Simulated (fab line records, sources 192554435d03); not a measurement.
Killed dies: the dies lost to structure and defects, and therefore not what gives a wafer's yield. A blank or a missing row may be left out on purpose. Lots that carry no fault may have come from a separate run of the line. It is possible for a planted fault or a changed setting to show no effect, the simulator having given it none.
Problem report in the 8D (eight disciplines) form, filled by code	flow n5_finfet	the parts of the form that need people (team, actions taken, sign-off) are left out

== 1. THE ISSUE ==
RS_PWELL at N5_BEOL_M4_RC_MEAS_101 reads a mean of 2743 ohm/sq on 6 wafers of 2 lots; wafers without a fault read 3006 ohm/sq with a standard deviation of 23. Measured from the usual mean, that is -11 standard deviations.
Earliest sighting: wafer L341.1 on prober-01 at day 9 08:37. Wafers with a number at this step in the record: 12, from 4 lots. The rule behind "out" and "out of limits": a value lying over 4 standard deviations away from the usual mean. The rest of the wafers with a number are treated as sound.

== 2. WHAT IT IS, AND WHAT IT ISN'T ==
question	is	is not
which readings at this step	RS_PWELL	DIBL_N, DIBL_P, IOFF_N, IOFF_P, ION_N, ION_P, SS_N, SS_P, VT_N, VT_P
which lots	L341, L344	L340, L353
which wafers of those lots	all that have a number	-
read on which gauges	prober-01, prober-02	-
when	from day 9 08:37	up to then (0 sound wafers); but 6 sound wafers of L340, L353 came after

== 3. THE SUSPECTS, EACH WITH WHAT RULES IT OUT ==
Counting: a tool stays on the suspect list if, at a process step up to the reading, it processed all lots that are out and no sound lot following the first of them.
- the gauge at N5_BEOL_M4_RC_MEAS_101: ruled out. 2 gauges (prober-01, prober-02) read the wafers that are out.
- implanter-01 at N5_WELL_APT_IMPLANT_31: kept. All lots that are out passed through it, beginning with L341 at day 2 15:15, and no sound lot followed; its final sound lot before that point was L340 at day 2 09:44. Its own readings are out on those wafers: dose_ions_cm2, faraday_current_uA.
The count leaves implanter-01 at N5_WELL_APT_IMPLANT_31.

== 4. THE CAUSE (what the simulator had put in) ==
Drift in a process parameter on implanter-01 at N5_WELL_APT_IMPLANT_31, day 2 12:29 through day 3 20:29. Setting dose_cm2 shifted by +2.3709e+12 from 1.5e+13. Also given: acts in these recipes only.
This tool alone remained once counting was done.

== 5. SEQUENCE OF EFFECTS, ordered by route ==
Each row: a reading whose mean over the struck wafers that have a number lies more than 3 standard deviations from the usual. Only readings for which the record gives a usual standard deviation are gone through. hours: the time from each lot's start at the first step in this table that gives one to its start at this step, as a median over the lots. sigmas: the change in usual standard deviations.
hours	step	reading	usual	on struck wafers	change	sigmas
0	N5_WELL_APT_IMPLANT_31	dose_ions_cm2	1.4999e+13	1.7376e+13	+2.3770e+12	+99 or more
0	N5_WELL_APT_IMPLANT_31	faraday_current_uA	191	220	+29	+7.0
157	N5_BEOL_M4_RC_MEAS_101	RS_PWELL	3006 ohm/sq	2743	-263	-11
The process steps in it:
- N5_WELL_APT_IMPLANT_31

== 6. HOW IT WOULD HAVE BEEN CAUGHT EARLIER ==
Counted from the fault's start at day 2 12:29, it took 164 hours until the first out-of-limits reading at a measuring or inspecting step in this record, taken at day 9 08:37.
At N5_WELL_APT_IMPLANT_31, the tool's own readings (dose_ions_cm2, faraday_current_uA) were out on each struck wafer the step has a row for, so an alarm limit on them would have fired on the first such wafer.
By day 9 08:37 the whole set of lots that are out, 2 in number, had already begun N5_WELL_APT_IMPLANT_31 on implanter-01. Holding the tool at that point would not have protected any of them.
